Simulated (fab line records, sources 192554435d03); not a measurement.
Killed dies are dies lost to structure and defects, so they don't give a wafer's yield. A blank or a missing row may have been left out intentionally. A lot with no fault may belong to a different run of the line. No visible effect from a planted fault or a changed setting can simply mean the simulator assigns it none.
fab line records	flow n5Finfet	part 1 of 2: steps 1 to 19 of 29
record lots=5	wafers=15	lastDay=18
route steps=1938 shown BEOL_M2@883
lots that met no fault: taken from a fault-free run of the same line
startH: hours from the record's opening day to when the first of the lot's shown wafers began	waitH: hours since the lot's step before	" repeats the value in the row above	L1.1+2: a single row standing in for several wafers	- no value, or no start was given	* or withheld: withheld	< > ~ a bound
route shown NAME@n: names a module that has steps shown in the file, with the first one's number in the route	usual: mean and standard deviation over wafers with no fault	same: alike in all rows	chamber/n: place in a boat	sites: each site's reading	_std_site: how widely they spread, as a standard deviation	_edge_site: the outer-site mean with the inner-site mean subtracted	radiusMm: how far each site lies from the wafer's centre	mask NAME#n: copy n	behind: tool/chamber where the wafer was last shaped	hold: the reason the lot was held/the length of the hold in hours/how it ended	device: names the non-switching transistor (n, p or np)	end of line: tests run on the same wafers once the route is complete	a step given without rows: its recipe and nothing more	killed: not the wafer's yield, but the dies lost to structure and defects at the first sort	map: dies across one wafer; x = killed, . = not, _ = none there
set.NAME: setting as actually run; set.NAME@STEP: the setting as run at that earlier step	model.NAME: the simulator's own value behind a step, which no gauge read
a table for each step, a row for each wafer; lots at some steps of the route
services: a tool's chamber out of use, with start hour (startH, from the record's first day; less than 0 if before it), hours out, and reason
## steps
# step N5_BEOL_M2_ETCHBACK_99
# recipe chemistry=CHF3	target=SiO2	targetDepthA=50	timeS=10.4	sourceW=215	biasW=47	Ar_flow_sccm=200	CHF3_flow_sccm=12	ionEnergyEv=100	pressureMtorr=30
# usual drypumpMotorCurrentA=5.7/0.38	oesProductAu=0.82/0.1	rfVppV=241.0/1.6	showerheadPlenumPTorr=2.14/0.06	throttleValvePct=16.95/0.26
lot.wafer	tool	chamber	startH	waitH	drypumpMotorCurrentA	oesProductAu	rfHoursCounterH	rfVppV	showerheadPlenumPTorr	throttleValvePct
L075.1	rieDiel-06	0	141.07	0.6	5.3	0.85	41	242.1	2.29	16.94
L075.2	"	1	"	"	5.6	0.74	166	239.9	2.14	16.94
L075.4	"	3	"	"	6.2	0.69	218	237.0	2.04	17.15
L088.2	rieDiel-01	2	226.28	2.7	5.7	0.84	71	241.0	2.10	16.66
L088.4	"	1	"	"	5.5	0.67	245	241.7	2.12	17.57
L088.6	"	0	"	"	5.2	0.94	-	239.9	2.11	16.91
L090.3	rieDiel-02	1	241.54	6.4	5.8	0.86	42	239.3	2.10	16.85
L090.5	"	0	"	"	5.9	0.70	-	242.9	2.22	16.88
L090.6	"	3	"	"	5.2	0.72	-	242.0	2.23	17.06
L092.3	rieDiel-02	1	248.09	5.1	5.9	0.86	44	239.9	2.10	16.84
L092.4	"	2	"	"	5.7	0.85	65	239.7	2.09	16.84
L092.5	"	2	"	"	5.7	0.85	-	239.5	2.09	16.83
L096.2	rieDiel-01	3	284.34	3.0	6.4	0.88	50	241.1	2.11	16.92
L096.3	"	2	"	"	5.8	0.82	93	239.8	2.09	16.69
L096.4	"	1	"	"	5.5	0.94	7	241.0	2.12	17.16
# step N5_BEOL_M2_ETCH_70
# recipe chemistry=N2/H2	target=SOC	targetDepthA=800	overetchA=240	maskMaterial=SiARC	tempC=40	timeS=130	ionEnergyEv=200	pressureMtorr=30	sourceW=840	biasW=150	n2FlowSccm=200	h2FlowSccm=200
# usual drypumpMotorCurrentA=5.7/0.37	oesProductAu=0.60/0.072	rfVppV=523.5/2.1	showerheadPlenumPTorr=2.53/0.072	throttleValvePct=17.68/0.24
lot.wafer	tool	chamber	startH	waitH	drypumpMotorCurrentA	oesProductAu	rfHoursCounterH	rfVppV	showerheadPlenumPTorr	throttleValvePct
L075.1	rieDiel-06	0	141.10	0.0	5.3	0.62	41	527.4	2.71	17.69
L075.2	"	1	"	"	5.6	0.55	166	522.7	2.53	17.60
L075.4	"	3	"	"	6.2	0.52	218	520.2	2.42	18.06
L088.2	rieDiel-01	2	226.32	0.0	5.8	0.61	71	522.3	2.47	17.42
L088.4	"	1	"	"	5.5	0.50	245	523.4	2.50	18.23
L088.6	"	0	"	"	5.2	0.69	-	523.7	2.49	17.66
L090.3	rieDiel-02	1	241.58	0.0	5.8	0.63	42	522.0	2.49	17.63
L090.5	"	0	"	"	5.9	0.52	-	526.0	2.62	17.64
L090.6	"	3	"	"	5.2	0.53	-	525.9	2.63	17.74
L092.3	rieDiel-02	1	248.13	0.0	5.8	0.63	44	522.6	2.49	17.62
L092.4	"	2	"	"	5.7	0.61	65	523.1	2.48	17.65
L092.5	"	2	"	"	5.7	0.62	-	522.3	2.48	17.66
L096.2	rieDiel-01	3	284.37	0.0	6.4	0.65	50	522.9	2.48	17.58
L096.3	"	2	"	"	5.8	0.60	93	522.2	2.46	17.48
L096.4	"	1	"	"	5.5	0.69	7	521.8	2.50	17.85
# step N5_BEOL_M2_STRIP_71
# recipe chemistry=N2/H2	tempC=40	n2FlowSccm=200	h2FlowSccm=200	rfFrequencyHz=6e+07
lot.wafer	tool	chamber	startH	waitH
L075.1+2+4	rieDiel-06	0,1,3	141.19	0.0
L088.2+4+6	rieDiel-01	2,1,0	226.40	0.0
L090.3+5+6	rieDiel-02	1,0,3	241.66	0.0
L092.3+4+5	rieDiel-02	1,2,2	248.22	0.0
L096.2+3+4	rieDiel-01	3,2,1	284.46	0.0
# step N5_BEOL_M2_STRIP_78
# recipe chemistry=N2/H2	tempC=40	n2FlowSccm=200	h2FlowSccm=200	rfFrequencyHz=6e+07
lot.wafer	tool	chamber	startH	waitH
L075.1+2+4	rieDiel-06	0,1,3	141.20	0.0
L088.2+4+6	rieDiel-01	2,1,0	226.41	0.0
L090.3+5+6	rieDiel-02	1,0,3	241.67	0.0
L092.3+4+5	rieDiel-02	1,2,2	248.23	0.0
L096.2+3+4	rieDiel-01	3,2,1	284.47	0.0
# step N5_BEOL_M2_VIA_ETCH_34
# recipe chemistry=C4F6/O2	targetDepthA=694	maskMaterial=SOC	pressureMtorr=15	ionEnergyEv=250	taperDeg=4	timeS=65.9	sourceW=350	biasW=170	Ar_flow_sccm=300	C4F6_flow_sccm=10	O2_flow_sccm=10
# usual drypumpMotorCurrentA=5.7/0.38	oesProductAu=0.82/0.1	rfVppV=666/4.2	showerheadPlenumPTorr=2.83/0.077	throttleValvePct=30.65/0.24
lot.wafer	tool	chamber	startH	waitH	drypumpMotorCurrentA	oesProductAu	rfHoursCounterH	rfVppV	showerheadPlenumPTorr	throttleValvePct
L075.1	rieDiel-06	0	141.21	0.0	5.3	0.84	41	665	3.02	30.80
L075.2	"	1	"	"	5.6	0.74	166	664	2.83	30.43
L075.4	"	3	"	"	6.1	0.69	218	656	2.70	30.78
L088.2	rieDiel-01	2	226.42	0.0	5.8	0.85	71	665	2.77	30.35
L088.4	"	1	"	"	5.5	0.68	245	668	2.80	31.16
L088.6	"	0	"	"	5.2	0.94	-	665	2.78	30.66
L090.3	rieDiel-02	1	241.68	0.0	5.8	0.86	42	662	2.78	30.59
L090.5	"	0	"	"	5.8	0.71	-	674	2.93	30.48
L090.6	"	3	"	"	5.2	0.72	-	668	2.94	30.59
L092.3	rieDiel-02	1	248.24	0.0	5.8	0.86	44	661	2.78	30.59
L092.4	"	2	"	"	5.6	0.83	65	663	2.77	30.54
L092.5	"	2	"	"	5.6	0.84	-	662	2.77	30.54
L096.2	rieDiel-01	3	284.48	0.0	6.4	0.88	50	668	2.79	30.79
L096.3	"	2	"	"	5.7	0.82	93	665	2.76	30.36
L096.4	"	1	"	"	5.5	0.95	7	670	2.80	31.00
# step N5_BEOL_M2_STRIP_83
# recipe chemistry=C4F6/O2	resist=SiARC	rfFrequencyHz=6e+07
lot.wafer	tool	chamber	startH	waitH
L075.1+2+4	rieDiel-06	0,1,3	141.26	0.0
L088.2+4+6	rieDiel-01	2,1,0	226.47	0.0
L090.3+5+6	rieDiel-02	1,0,3	241.73	0.0
L092.3+4+5	rieDiel-02	1,2,2	248.29	0.0
L096.2+3+4	rieDiel-01	3,2,1	284.53	0.0
# step N5_BEOL_M2_STRIP_36
# recipe chemistry=N2/H2	powerW=450	tempC=40	pressureMtorr=20	rfFrequencyHz=6e+07	overashFraction=0.3	biasPowerW=7	h2Frac=0.5	n2FlowSccm=200	h2FlowSccm=200
# usual drypumpMotorCurrentA=5.7/0.37	oesProductAu=0.82/0.1	rfVppV=59.1/1.4	showerheadPlenumPTorr=2.52/0.072	throttleValvePct=23.52/0.22
lot.wafer	tool	chamber	startH	waitH	drypumpMotorCurrentA	oesProductAu	rfHoursCounterH	rfVppV	showerheadPlenumPTorr	throttleValvePct
L075.1	rieDiel-06	0	141.27	0.0	5.3	0.86	41	60.1	2.70	23.60
L075.2	"	1	"	"	5.6	0.74	166	59.8	2.53	23.29
L075.4	"	3	"	"	6.2	0.69	218	60.2	2.41	24.01
L088.2	rieDiel-01	2	226.48	0.0	5.7	0.84	71	58.3	2.47	23.29
L088.4	"	1	"	"	5.5	0.68	245	59.0	2.50	23.98
L088.6	"	0	"	"	5.2	0.95	-	58.1	2.48	23.53
L090.3	rieDiel-02	1	241.74	0.0	5.9	0.85	42	58.5	2.48	23.55
L090.5	"	0	"	"	5.9	0.71	-	60.1	2.62	23.47
L090.6	"	3	"	"	5.2	0.71	-	61.4	2.63	23.45
L092.3	rieDiel-02	1	248.30	0.0	5.8	0.86	44	58.2	2.48	23.55
L092.4	"	2	"	"	5.7	0.83	65	61.3	2.47	23.52
L092.5	"	2	"	"	5.7	0.85	-	57.2	2.47	23.54
L096.2	rieDiel-01	3	284.54	0.0	6.4	0.90	50	60.1	2.48	23.40
L096.3	"	2	"	"	5.8	0.83	93	59.2	2.46	23.33
L096.4	"	1	"	"	5.5	0.96	7	59.2	2.49	23.70
# step N5_BEOL_M2_TRENCH_ETCH_37
# recipe chemistry=C4F6/O2	targetDepthA=555.55	target=SiOC	timeS=29.2	ionEnergyEv=250	pressureMtorr=30	sourceW=355	biasW=185	Ar_flow_sccm=300	C4F6_flow_sccm=10	O2_flow_sccm=10
# usual drypumpMotorCurrentA=5.7/0.37	oesProductAu=0.82/0.1	rfVppV=666/4.1	showerheadPlenumPTorr=2.83/0.077	throttleValvePct=20.75/0.25
lot.wafer	tool	chamber	startH	waitH	drypumpMotorCurrentA	oesProductAu	rfHoursCounterH	rfVppV	showerheadPlenumPTorr	throttleValvePct
L075.1	rieDiel-06	0	-	-	5.3	0.85	41	666	3.02	20.79
L075.2	"	1	"	"	5.6	0.74	166	664	2.83	20.68
L075.4	"	3	"	"	6.2	0.69	218	658	2.70	20.90
L088.2	rieDiel-01	2	-	-	5.7	0.85	71	665	2.77	20.46
L088.4	"	1	"	"	5.5	0.68	245	670	2.81	21.33
L088.6	"	0	"	"	5.1	0.94	-	664	2.79	20.71
L090.3	rieDiel-02	1	-	-	5.8	0.86	42	662	2.78	20.65
L090.5	"	0	"	"	5.9	0.70	-	673	2.94	20.61
L090.6	"	3	"	"	5.2	0.72	-	668	2.95	20.80
L092.3	rieDiel-02	1	-	-	5.8	0.85	44	662	2.78	20.65
L092.4	"	2	"	"	5.7	0.85	65	663	2.77	20.64
L092.5	"	2	"	"	5.6	0.83	-	661	2.77	20.64
L096.2	rieDiel-01	3	-	-	6.4	0.88	50	669	2.79	20.72
L096.3	"	2	"	"	5.7	0.82	93	665	2.77	20.49
L096.4	"	1	"	"	5.6	0.94	7	670	2.80	21.00
# step N5_BEOL_M2_ETCH_41
# recipe chemistry=CH3F/O2	target=SiCN	targetDepthA=299	taperDeg=2	timeS=52.5	ionEnergyEv=120	maskMaterial=TiN	pressureMtorr=30	sourceW=395	biasW=75	Ar_flow_sccm=150	CH3F_flow_sccm=30	O2_flow_sccm=20
# usual drypumpMotorCurrentA=5.7/0.37	oesProductAu=0.82/0.1	rfVppV=297.0/1.4	showerheadPlenumPTorr=1.99/0.056	throttleValvePct=16.20/0.26
lot.wafer	tool	chamber	startH	waitH	drypumpMotorCurrentA	oesProductAu	rfHoursCounterH	rfVppV	showerheadPlenumPTorr	throttleValvePct
L075.1	rieDiel-06	0	-	-	5.3	0.85	41	299.4	2.13	16.18
L075.2	"	1	"	"	5.6	0.74	166	296.2	1.99	16.19
L075.4	"	3	"	"	6.2	0.70	218	294.3	1.89	16.39
L088.2	rieDiel-01	2	-	-	5.7	0.85	71	295.5	1.95	15.91
L088.4	"	1	"	"	5.5	0.68	245	296.8	1.97	16.81
L088.6	"	0	"	"	5.2	0.96	-	295.9	1.96	16.15
L090.3	rieDiel-02	1	-	-	5.9	0.86	42	297.5	1.95	16.08
L090.5	"	0	"	"	5.8	0.71	-	297.2	2.07	16.14
L090.6	"	3	"	"	5.2	0.72	-	297.3	2.07	16.31
L092.3	rieDiel-02	1	-	-	5.8	0.85	44	294.7	1.95	16.09
L092.4	"	2	"	"	5.7	0.83	65	295.7	1.95	16.06
L092.5	"	2	"	"	5.7	0.83	-	296.2	1.95	16.08
L096.2	rieDiel-01	3	-	-	6.4	0.87	50	297.9	1.96	16.16
L096.3	"	2	"	"	5.7	0.82	93	296.5	1.94	15.97
L096.4	"	1	"	"	5.6	0.94	7	295.3	1.97	16.37
# step N5_BEOL_M2_STRIP_97
# recipe chemistry=N2/H2	timeS=10	powerW=450	tempC=40	pressureMtorr=20	rfFrequencyHz=6e+07	biasPowerW=7	n2FlowSccm=200	h2FlowSccm=200
# usual drypumpMotorCurrentA=5.7/0.37	oesProductAu=0.82/0.1	rfVppV=59.2/0.81	showerheadPlenumPTorr=2.52/0.072	throttleValvePct=23.52/0.22
lot.wafer	tool	chamber	startH	waitH	drypumpMotorCurrentA	oesProductAu	rfHoursCounterH	rfVppV	showerheadPlenumPTorr	throttleValvePct
L075.1	rieDiel-06	0	-	-	5.3	0.85	41	59.5	2.70	23.59
L075.2	"	1	"	"	5.6	0.74	166	60.1	2.53	23.26
L075.4	"	3	"	"	6.2	0.69	218	57.7	2.41	24.01
L088.2	rieDiel-01	2	-	-	5.7	0.84	71	58.9	2.47	23.31
L088.4	"	1	"	"	5.5	0.67	245	59.5	2.50	23.99
L088.6	"	0	"	"	5.2	0.93	-	59.0	2.48	23.57
L090.3	rieDiel-02	1	-	-	5.8	0.86	42	59.5	2.48	23.53
L090.5	"	0	"	"	5.8	0.71	-	58.5	2.62	23.48
L090.6	"	3	"	"	5.2	0.71	-	58.7	2.63	23.43
L092.3	rieDiel-02	1	-	-	5.9	0.86	44	60.1	2.48	23.54
L092.4	"	2	"	"	5.7	0.84	65	60.1	2.47	23.54
L092.5	"	2	"	"	5.7	0.85	-	58.8	2.47	23.53
L096.2	rieDiel-01	3	-	-	6.4	0.89	50	59.2	2.48	23.41
L096.3	"	2	"	"	5.7	0.82	93	59.3	2.46	23.34
L096.4	"	1	"	"	5.5	0.95	7	59.1	2.49	23.72
# step N5_BEOL_M2_OCD_MEAS_38
# usual trenchDepthNm=55.9/0.71
lot.wafer	tool	chamber	startH	waitH	trenchDepthNm
L075.1	ocd-02	-	141.46	-	56.6
L075.2	"	-	"	"	55.0
L075.4	"	-	"	"	54.9
L088.2	ocd-01	-	226.68	-	56.1
L088.4	"	-	"	"	54.6
L088.6	"	-	"	"	56.3
L090.3	ocd-01	-	241.94	-	56.4
L090.5	"	-	"	"	56.1
L090.6	"	-	"	"	55.9
L092.3	ocd-01	-	248.50	-	55.5
L092.4	"	-	"	"	56.1
L092.5	"	-	"	"	55.8
L096.2	ocd-01	-	284.73	-	56.4
L096.3	"	-	"	"	55.6
L096.4	"	-	"	"	56.7
# step N5_BEOL_M2_HM_STRIP_39
# recipe chemistry=peroxideTinStrip	material=TiN	targetDepthA=250	tempC=50	timeS=158
# usual bathHeatDutyPct=7.3/0.97
lot.wafer	tool	chamber	startH	waitH	bathHeatDutyPct
L075.1	wetBench-05	4	141.49	0.0	7.4
L075.2	"	5	"	"	6.3
L075.4	"	1	"	"	7.0
L088.2	wetBench-03	5	226.71	0.0	9.5
L088.4	"	7	"	"	8.1
L088.6	"	6	"	"	9.5
L090.3	wetBench-04	4	241.97	0.0	7.2
L090.5	"	1	"	"	7.1
L090.6	"	0	"	"	6.0
L092.3	wetBench-04	3	248.54	0.0	6.2
L092.4	"	0	"	"	6.3
L092.5	"	2	"	"	8.6
L096.2	wetBench-03	5	284.78	0.0	7.9
L096.3	"	4	"	"	6.4
L096.4	"	0	"	"	7.3
# step N5_BEOL_M2_SRD_40
# recipe timeS=30	tempC=23	rinseLiquid=diw	dry=ipaMarangoni
# usual bathHeatDutyPct=3.8/0.6
lot.wafer	tool	chamber	startH	waitH	bathHeatDutyPct
L075.1	wetBench-05	4	141.54	0.0	4.1
L075.2	"	5	"	"	3.7
L075.4	"	1	"	"	3.7
L088.2	wetBench-03	5	226.76	0.0	5.1
L088.4	"	7	"	"	3.4
L088.6	"	6	"	"	5.4
L090.3	wetBench-04	4	242.02	0.0	3.4
L090.5	"	1	"	"	3.8
L090.6	"	0	"	"	2.8
L092.3	wetBench-04	3	248.59	0.0	3.8
L092.4	"	0	"	"	3.1
L092.5	"	2	"	"	3.7
L096.2	wetBench-03	5	284.82	0.0	4.1
L096.3	"	4	"	"	3.0
L096.4	"	0	"	"	3.4
# step N5_BEOL_M2_PRECLEAN_42
# recipe chemistry=residueRemover	timeS=60	tempC=40
# usual bathHeatDutyPct=4.6/0.63
lot.wafer	tool	chamber	startH	waitH	bathHeatDutyPct
L075.1	wetBench-05	4	141.56	0.0	5.1
L075.2	"	5	"	"	4.9
L075.4	"	1	"	"	4.8
L088.2	wetBench-03	5	226.77	0.0	4.9
L088.4	"	7	"	"	4.9
L088.6	"	6	"	"	5.7
L090.3	wetBench-04	4	242.03	0.0	4.5
L090.5	"	1	"	"	4.3
L090.6	"	0	"	"	3.2
L092.3	wetBench-04	3	248.60	0.0	4.6
L092.4	"	0	"	"	3.4
L092.5	"	2	"	"	6.0
L096.2	wetBench-03	5	284.84	0.0	5.5
L096.3	"	4	"	"	4.3
L096.4	"	0	"	"	4.7
# step N5_BEOL_M2_SRD_43
# recipe timeS=30	tempC=23	rinseLiquid=diw	dry=ipaMarangoni
# usual bathHeatDutyPct=3.8/0.63
lot.wafer	tool	chamber	startH	waitH	bathHeatDutyPct
L075.1	wetBench-05	4	141.57	0.0	4.2
L075.2	"	5	"	"	3.6
L075.4	"	1	"	"	3.6
L088.2	wetBench-03	5	226.79	0.0	3.7
L088.4	"	7	"	"	4.1
L088.6	"	6	"	"	4.7
L090.3	wetBench-04	4	242.05	0.0	3.8
L090.5	"	1	"	"	3.6
L090.6	"	0	"	"	3.0
L092.3	wetBench-04	3	248.62	0.0	2.9
L092.4	"	0	"	"	3.0
L092.5	"	2	"	"	4.9
L096.2	wetBench-03	5	284.86	0.0	4.5
L096.3	"	4	"	"	3.5
L096.4	"	0	"	"	3.3
# step N5_BEOL_M2_CD_MEAS_35
# recipe targetCdNm=18	targetCdYNm=22.2	polarity=opening
# usual cdNm=18.07/0.28
lot.wafer	tool	chamber	startH	waitH	cdNm
L075.1	cdSem-02	-	141.61	0.0	18.22
L075.2	"	-	"	"	18.26
L075.4	"	-	"	"	18.25
L088.2	cdSem-01	-	226.83	0.0	17.88
L088.4	"	-	"	"	17.64
L088.6	"	-	"	"	18.29
L090.3	cdSem-02	-	242.09	0.0	17.75
L090.5	"	-	"	"	18.03
L090.6	"	-	"	"	17.79
L092.3	cdSem-03	-	248.66	0.0	18.55
L092.4	"	-	"	"	17.79
L092.5	"	-	"	"	18.29
L096.2	cdSem-03	-	284.90	0.0	18.05
L096.3	"	-	"	"	18.08
L096.4	"	-	"	"	18.35
# step N5_BEOL_M2_DEGAS_44
# recipe ambient=vacuum	tempC=250	timeS=60
# usual heaterPowerW=338/38
lot.wafer	tool	chamber	startH	waitH	heaterPowerW
L075.1	pvdSputter-03	-	141.89	0.3	362
L075.2	"	-	"	"	391
L075.4	"	-	"	"	389
L088.2	pvdSputter-02	-	227.29	0.5	347
L088.4	"	-	"	"	349
L088.6	"	-	"	"	350
L090.3	pvdSputter-02	-	242.16	0.1	341
L090.5	"	-	"	"	339
L090.6	"	-	"	"	353
L092.3	pvdSputter-02	-	249.54	0.9	351
L092.4	"	-	"	"	332
L092.5	"	-	"	"	333
L096.2	pvdSputter-02	-	284.94	0.0	359
L096.3	"	-	"	"	344
L096.4	"	-	"	"	349
# step N5_BEOL_M2_PRE_CLEAN_45
# recipe gas=H2/He	timeS=30	tempC=250
# usual heaterPowerW=338/38
lot.wafer	tool	chamber	startH	waitH	heaterPowerW
L075.1	pvdSputter-03	-	141.93	0.0	352
L075.2	"	-	"	"	392
L075.4	"	-	"	"	384
L088.2	pvdSputter-02	-	227.33	0.0	336
L088.4	"	-	"	"	347
L088.6	"	-	"	"	362
L090.3	pvdSputter-02	-	242.20	0.0	354
L090.5	"	-	"	"	333
L090.6	"	-	"	"	360
L092.3	pvdSputter-02	-	249.58	0.0	360
L092.4	"	-	"	"	346
L092.5	"	-	"	"	337
L096.2	pvdSputter-02	-	284.98	0.0	340
L096.3	"	-	"	"	337
L096.4	"	-	"	"	344
# step N5_BEOL_M2_ALD_84
# recipe material=TaN	targetThkA=*	tempC=275	aldPrecursorFamily=PDMAT	aldCoReactant=NH3	pressureTorr=3	carrierFlowSccm=1500	pulseTimeS=2	purgeTimeS=3	coReactantPurgeTimeS=2	coReactantPulseTimeS=3	aldCycles=30	precursorVesselTempC=75	precursorVesselPressureTorr=26.25	precursorVesselCarrierSccm=1000
# usual heaterPowerW=453/61
lot.wafer	tool	chamber	startH	waitH	heaterPowerW
L075.1	aldMetal-01	2	141.99	0.0	423
L075.2	"	0	"	"	403
L075.4	"	0	"	"	399
L088.2	aldMetal-02	2	227.50	0.1	522
L088.4	"	1	"	"	415
L088.6	"	2	"	"	528
L090.3	aldMetal-02	1	242.28	0.1	406
L090.5	"	2	"	"	527
L090.6	"	1	"	"	405
L092.3	aldMetal-01	3	249.76	0.2	443
L092.4	"	2	"	"	431
L092.5	"	2	"	"	418
L096.2	aldMetal-02	3	285.27	0.3	559
L096.3	"	0	"	"	503
L096.4	"	2	"	"	520
